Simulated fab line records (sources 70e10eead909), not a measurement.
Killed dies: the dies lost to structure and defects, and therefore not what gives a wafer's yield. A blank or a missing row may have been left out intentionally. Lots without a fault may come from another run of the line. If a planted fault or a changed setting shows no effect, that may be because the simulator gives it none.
Which tool did it?	flow nandHarc	11 lots, 33 wafers sampled, at 5 steps of a route of 1159

## WHAT THE GAUGES READ, wafer by wafer
NHARC_P_STI_CD_MEAS_09: target cd 200 nm.
lot	measured	on	cdNm (nm)
L365	day 2 21:12	cdSem-01	196.8 199.2 196.7
L366	day 3 05:11	cdSem-03	240.3 242.4 240.2
L367	day 3 12:31	cdSem-03	196.8 197.8 198.0
L375	day 5 11:40	cdSem-03	202.8 203.3 203.8
L376	day 5 17:10	cdSem-02	202.9 201.6 203.9
L377	day 5 23:08	cdSem-01	200.0 197.8 198.9
L378	day 6 08:32	cdSem-01	198.7 196.6 197.0
L380	day 6 20:06	cdSem-03	199.1 197.8 198.7
L383	day 7 14:13	cdSem-01	201.1 200.0 199.6
L385	day 8 00:38	cdSem-02	198.3 198.1 197.0
L386	day 8 04:59	cdSem-01	201.0 202.7 200.2

## TOOL THAT RAN EACH LOT (tool first, then ch and the chambers of the sampled wafers, then the start)
lot	NHARC_P_ZERO_WELL_DESCUM_13	NHARC_P_ZERO_WELL_ETCH_62	NHARC_P_ZERO_WELL_RTA_42	NHARC_P_STI_EXPOSE_06
L365	rieDiel-05 ch 0,2,3, day 2 01:25	rieDiel-05 ch 1,3, day 2 06:48 or earlier	rtpAnneal-02 ch 0, day 2 06:48	krfScanner-04 ch 0, day 2 21:03
L366	rieDiel-03 ch 0,2, day 2 07:17	rieDiel-03 ch 2, day 2 12:50 or earlier	rtpAnneal-01 ch 0, day 2 12:50	krfScanner-04 ch 0, day 3 05:02
L367	rieDiel-01 ch 2,3, day 2 13:19	rieDiel-01 ch 0,2,3, day 2 18:58 or earlier	rtpAnneal-01 ch 0, day 2 18:58	krfScanner-04 ch 0, day 3 12:23
L375	rieDiel-03 ch 0,1,2, day 4 13:25	rieDiel-03 ch 0,1,3, day 4 18:49 or earlier	rtpAnneal-01 ch 0, day 4 18:49	krfScanner-01 ch 0, day 5 11:31
L376	rieDiel-05 ch 1,2,3, day 4 19:25	rieDiel-05 ch 2,3, day 5 01:18 or earlier	rtpAnneal-01 ch 0, day 5 01:18	krfScanner-01 ch 0, day 5 17:01
L377	rieDiel-05 ch 2,3, day 5 01:26	rieDiel-05 ch 2,3, day 5 06:58 or earlier	rtpAnneal-01 ch 0, day 5 06:58	krfScanner-04 ch 0, day 5 22:59
L378	rieDiel-03 ch 1,2,3, day 5 07:25	rieDiel-03 ch 1,2, day 5 13:01 or earlier	rtpAnneal-02 ch 0, day 5 13:01	krfScanner-01 ch 0, day 6 08:23
L380	rieDiel-03 ch 1,3, day 5 19:24	rieDiel-03 ch 0,2,3, day 6 01:10 or earlier	rtpAnneal-01 ch 0, day 6 01:10	krfScanner-01 ch 0, day 6 19:57
L383	rieDiel-01 ch 1,2,3, day 6 13:26	rieDiel-01 ch 2,3, day 6 19:10 or earlier	rtpAnneal-01 ch 0, day 6 19:10	krfScanner-02 ch 0, day 7 14:04
L385	rieDiel-03 ch 1,2,3, day 7 01:25	rieDiel-03 ch 0,1,3, day 7 07:03 or earlier	rtpAnneal-01 ch 0, day 7 07:03	krfScanner-04 ch 0, day 8 00:28
L386	rieDiel-01 ch 1,3, day 7 07:25	rieDiel-01 ch 0,1,2, day 7 12:57 or earlier	rtpAnneal-01 ch 0, day 7 12:57	krfScanner-01 ch 0, day 8 04:50
- NHARC_P_ZERO_WELL_DESCUM_13: chemistry O2, time 3 s.
- NHARC_P_ZERO_WELL_ETCH_62: etches the open film in CHF3/Ar, target depth 13 nm, time 6.5 s.
- NHARC_P_ZERO_WELL_RTA_42: time 300 s.
- NHARC_P_STI_EXPOSE_06: exposes mask P STI, target cd 200 nm.

## THE ANSWER, worked out from the rows above alone
Rule: the lots themselves supply what counts as usual. The widest of any qualifying gaps counts: lots, ordered by their means at a reading, are off when they make up no more than a third of the lots, leave a main group of 4 or more, and stand apart from it by 3 or more times the standard deviation of that group's means. A main group is skipped when, at the precision printed for the reading in the tables above, its means are all equal. Also off: a lot with no number at a reading for which 4 or more lots have one. Any other lot the step has rows for is counted as sound.
Off, at NHARC_P_STI_CD_MEAS_09 on cdNm: L366. The main group has a mean of 199.5 nm with a standard deviation of 2.1.
A tool fits if, at a process step before that reading, it ran every lot that is off, and no sound lot after the first of them. The gauges at NHARC_P_STI_CD_MEAS_09 are tried like those tools. With no start given for some of its lots, NHARC_P_ZERO_WELL_ETCH_62 uses the hours and lot order of NHARC_P_ZERO_WELL_RTA_42. No candidate that was tried fits.

## WHAT THE SIMULATOR HAD PUT IN
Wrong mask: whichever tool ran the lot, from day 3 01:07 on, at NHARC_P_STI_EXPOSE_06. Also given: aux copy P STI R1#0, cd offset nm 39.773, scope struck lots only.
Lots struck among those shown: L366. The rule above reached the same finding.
